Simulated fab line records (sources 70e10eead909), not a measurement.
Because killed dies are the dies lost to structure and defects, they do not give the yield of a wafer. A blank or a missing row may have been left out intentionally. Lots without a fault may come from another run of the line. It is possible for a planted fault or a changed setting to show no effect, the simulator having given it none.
fab line records	flow nand_harc
record: lots: 24	wafers: 72	last_day: 34
route steps=1302 shown A_START@389 A_ZERO_WELL@403 A_ONON_D1@441 A_CHANNEL_HOLE_D1@468
lots that met no fault: from a run of the same line without faults
start_h: hours from the record's first day to the start of the lot's first wafer shown	wait_h: time in hours since the lot's previous step	" identical to the entry in the row above	L1.1+2: a single row standing in for several wafers	- value missing, or start not given	* or withheld: withheld	< > ~ a bound
route shown NAME@n: NAME is a module with steps in the file, n the number in the route of the first one	usual: average and standard deviation across the fault-free wafers	same: alike in all rows	chamber/n: place in a boat	sites: per-site readings	_std_site: their standard deviation	_edge_site: mean of outer sites minus mean of inner sites	radius_mm: how far each site lies from the wafer's centre	mask NAME#n: copy n	behind: the most recent tool/chamber to have shaped the wafer	hold: what put the lot on hold/how long, in hours/how the hold closed	device: which transistor (n, p or np) failed to switch	end of line: the same wafers' tests at the end of the route	a step without rows: its recipe alone	killed: the dies lost at the first sort to structure and to defects; this is not the yield of the wafer	map: per-die view of a wafer (x killed, . not killed, _ where there is no die)
set.NAME: the setting as run; set.NAME@STEP: as run at that earlier step	model.NAME: the simulator's own value behind a step, which no gauge read
one table for each step of the route and one row for each wafer, over a sample of lots
services: the hour from which a tool's chamber was out of use, counted from the record's first day as start_h (under 0 if before that day), plus the number of hours and why
== steps ==
step: NHARC_A_START_INSPECT_01
usual: raw_defect_count: 3.5/2
lot.wafer	tool	chamber	start_h	wait_h	raw_defect_count
L074.2	defect_inspect-01	-	145.23	-	5
L074.3	"	-	"	"	5
L074.6	"	-	"	"	2
L076.2	defect_inspect-01	-	160.94	-	5
L076.3	"	-	"	"	4
L076.4	"	-	"	"	2
L075.3	defect_inspect-01	-	161.57	-	6
L075.5	"	-	"	"	4
L075.6	"	-	"	"	2
L077.4	defect_inspect-02	-	166.81	-	3
L077.5	"	-	"	"	3
L077.6	"	-	"	"	3
L078.1	defect_inspect-01	-	179.81	-	2
L078.2	"	-	"	"	3
L078.3	"	-	"	"	1
L079.1	defect_inspect-02	-	187.10	-	1
L079.3	"	-	"	"	7
L079.4	"	-	"	"	3
L080.2	defect_inspect-02	-	194.80	-	3
L080.4	"	-	"	"	6
L080.6	"	-	"	"	1
L081.2	defect_inspect-02	-	206.06	-	2
L081.3	"	-	"	"	4
L081.5	"	-	"	"	2
L082.1	defect_inspect-02	-	218.63	-	2
L082.2	"	-	"	"	2
L082.5	"	-	"	"	4
L083.2	defect_inspect-02	-	226.00	-	1
L083.4	"	-	"	"	2
L083.5	"	-	"	"	6
L084.2	defect_inspect-01	-	240.37	-	4
L084.4	"	-	"	"	6
L084.6	"	-	"	"	5
L085.2	defect_inspect-01	-	244.57	-	2
L085.3	"	-	"	"	3
L085.4	"	-	"	"	2
L086.3	defect_inspect-02	-	258.17	-	2
L086.4	"	-	"	"	3
L086.6	"	-	"	"	4
L087.3	defect_inspect-02	-	266.35	-	4
L087.4	"	-	"	"	5
L087.6	"	-	"	"	2
L088.3	defect_inspect-01	-	283.94	-	6
L088.4	"	-	"	"	3
L088.6	"	-	"	"	1
L089.1	defect_inspect-01	-	285.24	-	1
L089.2	"	-	"	"	2
L089.6	"	-	"	"	2
L090.2	defect_inspect-01	-	298.83	-	3
L090.3	"	-	"	"	5
L090.5	"	-	"	"	2
L091.3	defect_inspect-01	-	299.85	-	3
L091.4	"	-	"	"	1
L091.6	"	-	"	"	8
L092.4	defect_inspect-02	-	332.86	-	6
L092.5	"	-	"	"	6
L092.6	"	-	"	"	5
L093.4	defect_inspect-01	-	333.27	-	7
L093.5	"	-	"	"	0
L093.6	"	-	"	"	5
L094.1	defect_inspect-02	-	339.12	-	3
L094.2	"	-	"	"	6
L094.4	"	-	"	"	1
L095.2	defect_inspect-01	-	351.53	-	3
L095.5	"	-	"	"	3
L095.6	"	-	"	"	4
L096.2	defect_inspect-02	-	361.12	-	1
L096.3	"	-	"	"	2
L096.5	"	-	"	"	4
L097.1	defect_inspect-02	-	369.20	-	3
L097.2	"	-	"	"	3
L097.5	"	-	"	"	3
step: NHARC_A_ZERO_WELL_DESCUM_12
recipe: time_s: 3	o2_flow_sccm: 200	ar_flow_sccm: 0	bias_power_w: 0	chemistry: O2
usual: drypump_motor_current_A: 5.66/0.29	oes_product_au: 1.001/0.0078	rf_vpp_V: 57.7/0.83	showerhead_plenum_p_Torr: 1.88/0.067	throttle_valve_pct: 11.310/0.0089
lot.wafer	tool	chamber	start_h	wait_h	drypump_motor_current_A	oes_product_au	rf_hours_counter_h	rf_vpp_V	showerhead_plenum_p_Torr	throttle_valve_pct
L074.3	rie_diel-08	1	146.11	-	5.60	1.006	4	57.2	1.79	11.313
L074.2	"	2	"	"	5.69	1.004	4	58.6	1.90	11.314
L074.6	"	0	"	"	5.29	0.993	-	57.2	1.87	11.300
L076.3	rie_diel-04	2	161.95	-	6.21	1.013	29	56.7	1.82	11.300
L076.2	"	3	"	"	5.78	1.000	27	58.2	1.98	11.287
L076.4	"	0	"	"	5.85	0.991	-	57.2	1.86	11.300
L075.3	rie_diel-13	1	162.59	-	5.63	0.994	56	58.3	1.87	11.314
L075.6	"	3	"	"	6.26	1.008	-	58.9	2.01	11.311
L075.5	"	0	"	"	5.44	0.999	-	57.0	1.78	11.317
L077.5	rie_diel-04	3	167.72	-	5.77	0.996	-	57.5	1.98	11.319
L077.6	"	0	"	"	5.80	0.996	-	58.8	1.86	11.309
L077.4	"	2	"	"	6.21	0.998	-	57.0	1.81	11.302
L078.2	rie_diel-08	3	180.68	-	5.36	0.999	5	56.6	1.87	11.303
L078.1	"	0	"	"	5.24	0.998	4	57.9	1.87	11.325
L078.3	"	1	"	"	5.62	0.987	5	58.2	1.79	11.314
L079.4	rie_diel-13	3	188.10	-	6.25	1.005	2	57.9	2.01	11.306
L079.1	"	1	"	"	5.64	0.994	2	57.8	1.87	11.312
L079.3	"	2	"	"	6.26	0.994	2	58.8	1.99	11.321
L080.2	rie_diel-04	3	195.79	-	5.77	1.015	1	57.6	1.98	11.321
L080.4	"	0	"	"	5.80	0.997	-	58.2	1.86	11.309
L080.6	"	0	"	"	5.81	1.002	-	58.0	1.86	11.302
L081.2	rie_diel-08	0	207.05	-	5.27	1.007	0	57.9	1.87	11.305
L081.3	"	1	"	"	5.59	1.008	0	57.9	1.79	11.300
L081.5	"	0	"	"	5.31	1.004	-	58.7	1.87	11.307
L082.2	rie_diel-08	0	219.64	-	5.30	1.020	1	56.8	1.87	11.316
L082.1	"	1	"	"	5.62	1.009	1	58.1	1.79	11.314
L082.5	"	3	"	"	5.36	1.010	-	58.8	1.87	11.312
L083.2	rie_diel-04	1	227.00	-	5.67	1.001	5	57.7	1.95	11.304
L083.4	"	3	"	"	5.77	1.006	5	57.8	1.98	11.316
L083.5	"	0	"	"	5.81	1.002	-	57.5	1.86	11.306
L084.2	rie_diel-04	0	241.37	-	5.85	1.002	10	58.6	1.86	11.315
L084.4	"	2	"	"	6.21	1.001	9	56.7	1.81	11.307
L084.6	"	3	"	"	5.76	0.997	-	57.8	1.98	11.307
L085.3	rie_diel-04	3	245.57	-	5.78	1.015	8	59.2	1.98	11.317
L085.2	"	0	"	"	5.80	1.001	10	57.0	1.86	11.312
L085.4	"	3	"	"	5.79	1.006	-	57.1	1.98	11.310
L086.4	rie_diel-13	0	259.16	-	5.40	1.013	27	57.0	1.77	11.307
L086.3	"	3	"	"	6.27	0.999	29	58.0	2.00	11.307
L086.6	"	1	"	"	5.63	1.007	-	56.1	1.86	11.294
L087.4	rie_diel-08	3	267.38	-	5.36	0.996	2	58.8	1.86	11.317
L087.3	"	0	"	"	5.28	1.006	2	56.9	1.87	11.310
L087.6	"	3	"	"	5.35	0.998	-	57.9	1.86	11.296
L088.4	rie_diel-08	1	284.93	-	5.61	0.986	3	58.2	1.79	11.312
L088.3	"	2	"	"	5.69	1.007	3	58.1	1.90	11.305
L088.6	"	2	"	"	5.71	1.014	-	58.6	1.90	11.312
L089.2	rie_diel-08	1	286.24	-	5.62	1.015	3	57.0	1.79	11.318
L089.1	"	0	"	"	5.28	1.007	3	57.4	1.87	11.308
L089.6	"	2	"	"	5.67	1.010	-	58.8	1.90	11.318
L090.3	rie_diel-08	1	299.71	-	5.63	0.994	3	57.5	1.79	11.302
L090.2	"	2	"	"	5.69	1.009	3	59.2	1.90	11.313
L090.5	"	1	"	"	5.62	0.999	-	57.8	1.79	11.301
L091.3	rie_diel-08	1	300.85	-	5.61	0.992	3	57.6	1.79	11.290
L091.4	"	1	"	"	5.60	1.004	-	57.5	1.79	11.306
L091.6	"	2	"	"	5.69	1.005	-	58.3	1.90	11.304
L092.4	rie_diel-08	1	333.89	-	5.61	1.007	-	56.4	1.79	11.312
L092.6	"	3	"	"	5.37	0.999	-	58.0	1.86	11.310
L092.5	"	0	"	"	5.29	1.012	-	56.2	1.87	11.312
L093.4	rie_diel-13	3	334.34	-	6.27	1.006	58	58.5	1.99	11.303
L093.5	"	2	"	"	6.24	0.994	-	58.6	1.98	11.320
L093.6	"	3	"	"	6.27	0.996	-	58.6	1.99	11.310
L094.2	rie_diel-08	3	340.11	-	5.36	0.991	4	57.8	1.86	11.303
L094.4	"	0	"	"	5.27	0.992	5	57.5	1.87	11.303
L094.1	"	2	"	"	5.71	1.016	5	56.1	1.90	11.325
L095.2	rie_diel-08	2	352.42	-	5.70	1.007	5	57.3	1.90	11.307
L095.6	"	1	"	"	5.61	0.991	-	58.1	1.79	11.298
L095.5	"	2	"	"	5.69	1.005	-	56.6	1.90	11.324
L096.2	rie_diel-08	3	362.00	-	5.37	0.979	5	57.1	1.86	11.309
L096.3	"	0	"	"	5.32	0.994	5	58.8	1.87	11.315
L096.5	"	3	"	"	5.37	0.993	-	57.6	1.86	11.317
L097.2	rie_diel-04	2	370.68	-	6.21	1.003	1	56.9	1.81	11.319
L097.1	"	3	"	"	5.75	0.991	2	58.4	1.97	11.324
L097.5	"	2	"	"	6.21	1.000	-	56.3	1.81	11.303
step: NHARC_A_ZERO_WELL_INSPECT_17
usual: raw_defect_count: 11/5.7
lot.wafer	tool	chamber	start_h	wait_h	raw_defect_count
L074.2	defect_inspect-02	-	147.40	0.1	8
L074.3	"	-	"	"	8
L074.6	"	-	"	"	10
L076.2	defect_inspect-02	-	163.32	0.1	11
L076.3	"	-	"	"	11
L076.4	"	-	"	"	8
L075.3	defect_inspect-01	-	163.88	0.1	3
L075.5	"	-	"	"	13
L075.6	"	-	"	"	23
L077.4	defect_inspect-01	-	169.10	0.1	9
L077.5	"	-	"	"	10
L077.6	"	-	"	"	6
L078.1	defect_inspect-02	-	181.99	0.2	5
L078.2	"	-	"	"	4
L078.3	"	-	"	"	5
L079.1	defect_inspect-02	-	189.45	0.2	3
L079.3	"	-	"	"	7
L079.4	"	-	"	"	8
L080.2	defect_inspect-01	-	197.18	0.1	11
L080.4	"	-	"	"	13
L080.6	"	-	"	"	6
L081.2	defect_inspect-01	-	208.39	0.1	15
L081.3	"	-	"	"	4
L081.5	"	-	"	"	8
L082.1	defect_inspect-01	-	220.94	0.2	6
L082.2	"	-	"	"	7
L082.5	"	-	"	"	5
L083.2	defect_inspect-01	-	228.32	0.1	9
L083.4	"	-	"	"	7
L083.5	"	-	"	"	11
L084.2	defect_inspect-02	-	242.71	0.1	10
L084.4	"	-	"	"	15
L084.6	"	-	"	"	10
L085.2	defect_inspect-02	-	246.90	0.1	10
L085.3	"	-	"	"	10
L085.4	"	-	"	"	7
L086.3	defect_inspect-01	-	260.47	0.1	5
L086.4	"	-	"	"	13
L086.6	"	-	"	"	7
L087.3	defect_inspect-02	-	268.67	0.1	10
L087.4	"	-	"	"	7
L087.6	"	-	"	"	7
L088.3	defect_inspect-02	-	286.40	0.2	21
L088.4	"	-	"	"	14
L088.6	"	-	"	"	7
L089.1	defect_inspect-02	-	287.54	0.2	18
L089.2	"	-	"	"	13
L089.6	"	-	"	"	16
L090.2	defect_inspect-02	-	301.03	0.1	12
L090.3	"	-	"	"	6
L090.5	"	-	"	"	8
L091.3	defect_inspect-02	-	302.21	0.1	5
L091.4	"	-	"	"	9
L091.6	"	-	"	"	10
L092.4	defect_inspect-02	-	335.39	0.1	7
L092.5	"	-	"	"	19
L092.6	"	-	"	"	20
L093.4	defect_inspect-01	-	336.82	0.1	10
L093.5	"	-	"	"	2
L093.6	"	-	"	"	9
L094.1	defect_inspect-01	-	341.60	0.2	28
L094.2	"	-	"	"	13
L094.4	"	-	"	"	16
L095.2	defect_inspect-01	-	353.72	0.1	6
L095.5	"	-	"	"	13
L095.6	"	-	"	"	6
L096.2	defect_inspect-02	-	363.30	0.1	22
L096.3	"	-	"	"	26
L096.5	"	-	"	"	28
L097.1	defect_inspect-01	-	372.00	0.2	5
L097.2	"	-	"	"	14
L097.5	"	-	"	"	7
step: NHARC_A_ONON_D1_THK_MEAS_24
recipe: thk_meas_gauge: ellipsometry
usual: thk_nm: 1004/11
lot.wafer	tool	chamber	start_h	wait_h	thk_nm
L074.2	film_metro-02	-	180.62	-	1016
L074.3	"	-	"	"	1015
L074.6	"	-	"	"	1014
L076.2	film_metro-02	-	198.01	-	996
L076.3	"	-	"	"	997
L076.4	"	-	"	"	997
L075.3	film_metro-02	-	198.36	-	981
L075.5	"	-	"	"	981
L075.6	"	-	"	"	981
L077.4	film_metro-01	-	203.08	-	1011
L077.5	"	-	"	"	1013
L077.6	"	-	"	"	1013
L078.1	film_metro-01	-	214.39	-	998
L078.2	"	-	"	"	996
L078.3	"	-	"	"	997
L079.1	film_metro-02	-	224.52	-	999
L079.3	"	-	"	"	998
L079.4	"	-	"	"	998
L080.2	film_metro-01	-	230.75	-	999
L080.4	"	-	"	"	998
L080.6	"	-	"	"	1000
L081.2	film_metro-02	-	243.21	-	1008
L081.3	"	-	"	"	1006
L081.5	"	-	"	"	1007
L082.1	film_metro-01	-	253.76	-	999
L082.2	"	-	"	"	999
L082.5	"	-	"	"	997
L083.2	film_metro-02	-	260.62	-	1002
L083.4	"	-	"	"	1003
L083.5	"	-	"	"	1000
L084.2	film_metro-01	-	274.74	-	984
L084.4	"	-	"	"	987
L084.6	"	-	"	"	987
L085.2	film_metro-01	-	280.34	-	1011
L085.3	"	-	"	"	1010
L085.4	"	-	"	"	1010
L086.3	film_metro-02	-	295.41	-	1024
L086.4	"	-	"	"	1024
L086.6	"	-	"	"	1026
L087.3	film_metro-01	-	300.39	-	1003
L087.4	"	-	"	"	1003
L087.6	"	-	"	"	1004
L088.3	film_metro-02	-	323.22	-	993
L088.4	"	-	"	"	992
L088.6	"	-	"	"	994
L089.1	film_metro-01	-	323.35	-	991
L089.2	"	-	"	"	991
L089.6	"	-	"	"	991
L091.3	film_metro-01	-	333.73	-	1022
L091.4	"	-	"	"	1020
L091.6	"	-	"	"	1023
L090.2	film_metro-02	-	333.73	-	1005
L090.3	"	-	"	"	1006
L090.5	"	-	"	"	1007
L093.4	film_metro-02	-	367.40	-	1010
L093.5	"	-	"	"	1009
L093.6	"	-	"	"	1010
L092.4	film_metro-01	-	367.54	-	999
L092.5	"	-	"	"	999
L092.6	"	-	"	"	1000
L094.1	film_metro-01	-	376.68	-	1011
L094.2	"	-	"	"	1009
L094.4	"	-	"	"	1010
L095.2	film_metro-02	-	388.76	-	1018
L095.5	"	-	"	"	1018
L095.6	"	-	"	"	1020
L096.2	film_metro-01	-	395.93	-	1004
L096.3	"	-	"	"	1004
L096.5	"	-	"	"	1005
L097.1	film_metro-01	-	409.17	-	1006
L097.2	"	-	"	"	1007
L097.5	"	-	"	"	1008
step: NHARC_A_CHANNEL_HOLE_D1_ETCH_34
recipe: target_depth_a: 1540	time_s: 77	cf4_flow_sccm: 100	chf3_flow_sccm: 30	ar_flow_sccm: 0	rf_w: 500	bias_w: 200	chemistry: CF4/CHF3
usual: drypump_motor_current_A: 5.9/0.4	oes_product_au: 0.948/0.022	rf_vpp_V: 369.9/2.3	showerhead_plenum_p_Torr: 1.55/0.064	throttle_valve_pct: 16.802/0.0098
lot.wafer	tool	chamber	start_h	wait_h	drypump_motor_current_A	oes_product_au	rf_hours_counter_h	rf_vpp_V	showerhead_plenum_p_Torr	throttle_valve_pct
L074.2	rie_diel-09	2	-	-	6.3	0.982	2	366.5	1.50	16.785
L074.3	"	3	"	"	5.7	0.960	2	368.1	1.50	16.812
L074.6	"	1	"	"	6.2	0.975	-	373.0	1.61	16.811
L076.4	rie_diel-09	2	-	-	6.3	0.949	3	366.4	1.50	16.799
L076.2	"	3	"	"	5.7	0.944	3	368.3	1.50	16.813
L076.3	"	1	"	"	6.2	0.951	3	371.0	1.61	16.834
L075.3	rie_diel-09	1	-	-	6.2	0.957	4	372.3	1.61	16.801
L075.6	"	3	"	"	5.7	0.971	-	367.6	1.50	16.811
L075.5	"	0	"	"	5.5	0.957	-	370.6	1.58	16.789
L077.4	rie_diel-09	1	-	-	6.2	0.920	4	372.4	1.61	16.807
L077.6	"	0	"	"	5.5	0.929	-	372.0	1.58	16.817
L077.5	"	1	"	"	6.2	0.934	-	372.0	1.61	16.803
L078.1	rie_diel-06	3	-	-	5.4	0.931	23	369.2	1.53	16.800
L078.2	"	0	"	"	6.5	0.942	25	370.7	1.64	16.793
L078.3	"	1	"	"	5.9	0.934	27	367.4	1.49	16.804
L079.3	rie_diel-09	0	-	-	5.5	0.930	6	371.6	1.58	16.804
L079.4	"	2	"	"	6.3	0.933	6	367.1	1.49	16.792
L079.1	"	3	"	"	5.7	0.919	6	368.1	1.50	16.806
L080.4	rie_diel-01	1	-	-	5.6	0.929	6	366.4	1.49	16.803
L080.2	"	3	"	"	6.6	0.928	10	369.3	1.53	16.802
L080.6	"	1	"	"	5.6	0.927	-	367.6	1.48	16.802
L081.3	rie_diel-06	1	-	-	5.9	0.984	38	367.4	1.48	16.800
L081.2	"	2	"	"	5.3	0.957	38	368.6	1.52	16.807
L081.5	"	0	"	"	6.5	0.984	-	371.7	1.63	16.813
L082.2	rie_diel-09	1	-	-	6.2	0.929	7	372.0	1.61	16.800
L082.1	"	0	"	"	5.5	0.926	7	370.4	1.58	16.798
L082.5	"	2	"	"	6.3	0.944	-	367.9	1.49	16.798
L083.2	rie_diel-09	3	-	-	5.7	0.975	8	367.9	1.50	16.799
L083.4	"	1	"	"	6.2	0.960	8	370.7	1.61	16.804
L083.5	"	3	"	"	5.7	0.985	-	368.3	1.50	16.793
L084.2	rie_diel-01	3	-	-	6.6	0.940	24	369.0	1.52	16.788
L084.6	"	2	"	"	5.8	0.932	-	373.6	1.67	16.811
L084.4	"	1	"	"	5.6	0.923	-	366.1	1.48	16.796
L085.3	rie_diel-01	0	-	-	5.3	0.965	22	373.2	1.69	16.799
L085.4	"	1	"	"	5.7	0.956	22	368.2	1.48	16.813
L085.2	"	2	"	"	5.8	0.975	25	374.5	1.67	16.800
L086.3	rie_diel-09	3	-	-	5.6	0.926	10	367.7	1.50	16.812
L086.4	"	1	"	"	6.2	0.932	10	371.7	1.61	16.777
L086.6	"	3	"	"	5.7	0.927	-	367.8	1.50	16.786
L087.3	rie_diel-09	0	-	-	5.5	0.920	11	371.6	1.58	16.813
L087.4	"	1	"	"	6.2	0.921	11	370.9	1.61	16.792
L087.6	"	2	"	"	6.3	0.921	-	368.0	1.49	16.807
L088.4	rie_diel-09	1	-	-	6.3	0.970	0	371.6	1.61	16.790
L088.3	"	2	"	"	6.3	0.985	0	368.4	1.49	16.793
L088.6	"	2	"	"	6.3	0.980	-	368.1	1.49	16.820
L089.2	rie_diel-09	3	-	-	5.7	0.978	1	367.3	1.50	16.796
L089.1	"	2	"	"	6.3	0.956	1	368.2	1.49	16.816
L089.6	"	3	"	"	5.7	0.970	-	368.5	1.50	16.791
L091.4	rie_diel-01	2	-	-	5.7	0.913	42	374.1	1.66	16.811
L091.3	"	1	"	"	5.6	0.919	40	367.1	1.48	16.804
L091.6	"	3	"	"	6.6	0.928	-	368.9	1.52	16.819
L090.3	rie_diel-09	0	-	-	5.4	0.950	2	371.8	1.58	16.807
L090.2	"	1	"	"	6.2	0.960	1	373.4	1.60	16.788
L090.5	"	2	"	"	6.3	0.951	-	368.6	1.49	16.799
L093.4	rie_diel-09	0	-	-	5.5	0.973	3	369.7	1.58	16.800
L093.5	"	3	"	"	5.7	0.956	-	366.9	1.50	16.801
L093.6	"	0	"	"	5.5	0.976	-	371.8	1.58	16.804
L092.4	rie_diel-01	0	-	-	5.4	0.974	49	373.6	1.69	16.809
L092.5	"	1	"	"	5.6	0.982	-	367.1	1.47	16.792
L092.6	"	2	"	"	5.8	0.956	-	372.4	1.66	16.802
L094.2	rie_diel-09	3	-	-	5.7	0.981	4	369.6	1.50	16.801
L094.4	"	0	"	"	5.5	0.982	5	368.7	1.58	16.794
L094.1	"	1	"	"	6.2	0.968	5	370.4	1.60	16.806
L095.2	rie_diel-06	1	-	-	5.9	0.919	28	367.2	1.47	16.804
L095.6	"	0	"	"	6.5	0.933	-	372.1	1.62	16.792
L095.5	"	1	"	"	5.9	0.928	-	366.5	1.47	16.815
L096.2	rie_diel-06	0	-	-	6.5	0.958	29	371.3	1.62	16.800
L096.3	"	1	"	"	5.9	0.985	30	367.0	1.47	16.813
L096.5	"	3	"	"	5.4	0.969	-	368.3	1.51	16.813
L097.1	rie_diel-09	1	-	-	6.3	0.931	7	371.7	1.60	16.796
L097.2	"	2	"	"	6.3	0.923	7	367.3	1.49	16.804
L097.5	"	1	"	"	6.3	0.917	-	371.8	1.60	16.783
step: NHARC_A_CHANNEL_HOLE_D1_STRIP_27
recipe: o2_flow_sccm: 500	ar_flow_sccm: 0	bias_w: 0	chemistry: O2
usual: drypump_motor_current_A: 5.9/0.39	oes_product_au: 1.002/0.0076	rf_vpp_V: 57.7/0.88	showerhead_plenum_p_Torr: 3.47/0.13	throttle_valve_pct: 17.037/0.0088
lot.wafer	tool	chamber	start_h	wait_h	drypump_motor_current_A	oes_product_au	rf_hours_counter_h	rf_vpp_V	showerhead_plenum_p_Torr	throttle_valve_pct
L074.2	rie_diel-09	3	-	-	5.7	1.005	2	56.2	3.36	17.046
L074.3	"	0	"	"	5.5	1.003	2	56.8	3.55	17.037
L074.6	"	0	"	"	5.5	1.011	-	57.8	3.55	17.033
L076.2	rie_diel-09	0	-	-	5.5	1.009	4	57.2	3.55	17.046
L076.3	"	1	"	"	6.2	1.003	5	58.6	3.60	17.030
L076.4	"	2	"	"	6.3	1.008	5	56.9	3.35	17.034
L075.3	rie_diel-06	2	-	-	5.3	1.010	23	57.9	3.42	17.037
L075.5	"	1	"	"	5.9	1.014	-	55.7	3.34	17.039
L075.6	"	2	"	"	5.3	1.003	-	57.5	3.42	17.032
L077.4	rie_diel-09	3	-	-	5.7	0.995	5	56.0	3.36	17.043
L077.5	"	1	"	"	6.2	0.992	-	59.0	3.60	17.046
L077.6	"	2	"	"	6.3	1.002	-	59.0	3.35	17.039
L078.3	rie_diel-09	1	-	-	6.3	0.996	5	57.6	3.60	17.054
L078.1	"	2	"	"	6.3	0.999	5	57.1	3.35	17.042
L078.2	"	3	"	"	5.7	0.990	6	56.4	3.36	17.021
L079.4	rie_diel-09	2	-	-	6.3	1.007	7	57.8	3.35	17.049
L079.1	"	3	"	"	5.7	0.999	7	57.2	3.36	17.039
L079.3	"	0	"	"	5.5	0.996	6	57.8	3.55	17.030
L080.4	rie_diel-09	1	-	-	6.2	0.993	7	58.6	3.60	17.051
L080.2	"	2	"	"	6.4	0.990	7	56.6	3.35	17.033
L080.6	"	1	"	"	6.2	0.991	-	57.5	3.60	17.032
L081.2	rie_diel-09	0	-	-	5.5	1.005	7	58.1	3.55	17.044
L081.3	"	2	"	"	6.3	1.002	7	57.7	3.35	17.034
L081.5	"	0	"	"	5.5	1.003	-	57.6	3.55	17.031
L082.1	rie_diel-01	0	-	-	5.4	0.996	15	60.2	3.80	17.026
L082.2	"	1	"	"	5.6	0.995	14	57.1	3.33	17.030
L082.5	"	2	"	"	5.8	1.006	-	58.4	3.74	17.041
L083.2	rie_diel-09	3	-	-	5.7	0.996	9	57.3	3.36	17.046
L083.4	"	0	"	"	5.5	1.004	8	58.3	3.55	17.030
L083.5	"	1	"	"	6.2	1.007	-	58.5	3.60	17.022
L084.4	rie_diel-01	2	-	-	5.8	0.996	25	58.4	3.74	17.027
L084.2	"	1	"	"	5.6	1.003	22	56.6	3.32	17.031
L084.6	"	2	"	"	5.8	1.007	-	58.5	3.74	17.029
L085.4	rie_diel-01	0	-	-	5.4	1.013	23	58.0	3.79	17.049
L085.3	"	2	"	"	5.8	0.996	26	59.7	3.74	17.037
L085.2	"	3	"	"	6.5	1.001	28	57.6	3.42	17.019
L086.4	rie_diel-09	3	-	-	5.7	1.009	11	57.3	3.36	17.023
L086.3	"	2	"	"	6.3	1.003	11	56.6	3.35	17.038
L086.6	"	0	"	"	5.5	1.002	-	57.3	3.55	17.034
L087.3	rie_diel-09	2	-	-	6.3	1.004	13	56.6	3.35	17.019
L087.6	"	0	"	"	5.5	0.996	-	58.2	3.54	17.034
L087.4	"	2	"	"	6.3	1.009	-	58.0	3.35	17.055
L088.3	rie_diel-09	1	-	-	6.2	1.008	1	58.2	3.60	17.023
L088.4	"	3	"	"	5.7	1.001	2	58.0	3.36	17.050
L088.6	"	1	"	"	6.2	1.017	-	59.3	3.60	17.029
L089.2	rie_diel-09	1	-	-	6.2	1.002	1	59.2	3.60	17.025
L089.1	"	2	"	"	6.3	0.994	1	58.3	3.35	17.039
L089.6	"	0	"	"	5.5	1.000	-	58.0	3.54	17.030
L091.3	rie_diel-09	3	-	-	5.7	0.987	2	58.4	3.36	17.024
L091.4	"	0	"	"	5.5	1.008	2	58.5	3.54	17.043
L091.6	"	2	"	"	6.3	1.001	-	57.6	3.35	17.048
L090.3	rie_diel-09	2	-	-	6.3	0.994	2	58.5	3.35	17.036
L090.2	"	3	"	"	5.7	0.996	2	57.9	3.36	17.033
L090.5	"	3	"	"	5.7	0.997	-	57.6	3.36	17.041
L093.4	rie_diel-09	2	-	-	6.3	1.001	4	57.1	3.35	17.052
L093.5	"	1	"	"	6.2	1.005	-	56.9	3.60	17.026
L093.6	"	2	"	"	6.3	1.001	-	58.2	3.35	17.044
L092.4	rie_diel-06	3	-	-	5.4	1.011	24	56.5	3.40	17.048
L092.5	"	1	"	"	6.0	1.006	-	57.5	3.31	17.049
L092.6	"	2	"	"	5.3	1.012	-	56.8	3.39	17.031
L094.1	rie_diel-09	0	-	-	5.5	0.995	5	57.6	3.54	17.045
L094.2	"	1	"	"	6.2	1.008	5	59.5	3.60	17.040
L094.4	"	2	"	"	6.3	1.002	5	58.5	3.35	17.035
L095.2	rie_diel-06	2	-	-	5.3	1.006	36	57.4	3.38	17.037
L095.5	"	3	"	"	5.4	1.024	-	57.4	3.39	17.034
L095.6	"	0	"	"	6.5	1.008	-	57.8	3.63	17.032
L096.3	rie_diel-09	3	-	-	5.7	1.001	6	56.4	3.35	17.039
L096.2	"	1	"	"	6.2	1.003	6	57.7	3.60	17.045
L096.5	"	3	"	"	5.7	0.999	-	55.7	3.35	17.036
L097.1	rie_diel-09	2	-	-	6.3	0.990	8	57.3	3.35	17.040
L097.2	"	3	"	"	5.7	1.002	8	57.1	3.35	17.026
L097.5	"	1	"	"	6.2	0.997	-	58.6	3.59	17.044
== services ==
tool	chamber	start_h	hours	kind
rie_diel-06	-	130.48	9.0	pm
rie_diel-04	3	135.79	3.2	repair
rie_diel-09	3	138.06	4.2	repair
rie_diel-09	0	141.37	12.5	repair
rie_diel-09	-	143.10	9.0	pm
rie_diel-04	2	147.23	5.0	repair
rie_diel-04	1	156.57	50.4	repair
rie_diel-01	2	156.75	1.6	repair
rie_diel-08	-	190.80	9.0	pm
rie_diel-01	-	205.39	9.0	pm
rie_diel-01	1	216.41	1.2	repair
rie_diel-01	0	241.27	3.0	repair
rie_diel-01	0	278.46	4.3	repair
rie_diel-09	2	289.30	14.3	repair
rie_diel-08	3	297.18	6.9	repair
rie_diel-01	0	299.93	2.2	repair
rie_diel-01	-	317.13	0.7	repair
rie_diel-09	1	319.28	1.5	repair
rie_diel-09	-	320.32	9.0	pm
rie_diel-08	2	333.24	2.9	repair
rie_diel-01	3	352.24	8.4	repair
rie_diel-08	-	367.80	9.0	pm
rie_diel-08	-	380.31	0.3	repair
rie_diel-01	-	382.39	9.0	pm
== key ==
fault none
